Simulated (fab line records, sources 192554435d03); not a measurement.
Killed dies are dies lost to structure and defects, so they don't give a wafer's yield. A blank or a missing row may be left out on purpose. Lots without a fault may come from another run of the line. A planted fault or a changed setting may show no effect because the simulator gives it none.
Chamber matching | flow n5_finfet | N5_BEOL_M13_ILD_DEP_00 on pecvd-03: 3 sister chambers
The step deposits SiOC from DEMS/O2, target thk 837.92 nm, time 166.4 s. 6 wafers are shown with their chamber, then 8 later ones without.

WAFERS WITH THEIR CHAMBER
wafer  | chamber | showerhead_plenum_p_Torr (Torr) | throttle_valve_pct (%)
L087.2 | 2       | 5.678                           | 11.6
L087.5 | 0       | 5.717                           | 12.1
L089.1 | 1       | 5.702                           | 12.5
L089.2 | 2       | 5.675                           | 11.4
L089.3 | 0       | 5.730                           | 11.9
L090.1 | 1       | 5.708                           | 12.5

WAFERS WITHOUT THEIR CHAMBER
wafer  | showerhead_plenum_p_Torr (Torr) | throttle_valve_pct (%)
L090.2 | 5.720                           | 11.8
L090.3 | 5.679                           | 11.9
L090.4 | 5.679                           | 11.8
L090.5 | 5.700                           | 12.4
L090.6 | 5.709                           | 11.8
L097.2 | 5.673                           | 11.6
L097.3 | 5.697                           | 12.4
L097.4 | 5.707                           | 12.7

WHICH CHAMBER EACH WENT THROUGH
wafer  | from the rows above | in truth
L090.2 | 0                   | 0
L090.3 | 2                   | 2
L090.4 | 2                   | 2
L090.5 | 1                   | 1
L090.6 | 0                   | 0
L097.2 | 2                   | 2
L097.3 | 1                   | 1
L097.4 | 1                   | 1
Placed correctly: 8 of 8. Can't be placed from these rows: 0. Placed wrongly: 0.
How it was worked out, from the rows above alone: a wafer's distance from a chamber is the root of the sum, over the readings, of the square of ((its reading less the chamber's mean) divided by the reading's scatter). The wafer belongs to the nearest chamber; if the next one is less than 2 further off, it can't be placed. A chamber's mean is the mean of its shown wafers. The scatter: the root of (the sum of the squares of (reading less its chamber's mean) over the shown wafers, divided by (wafers less chambers)).
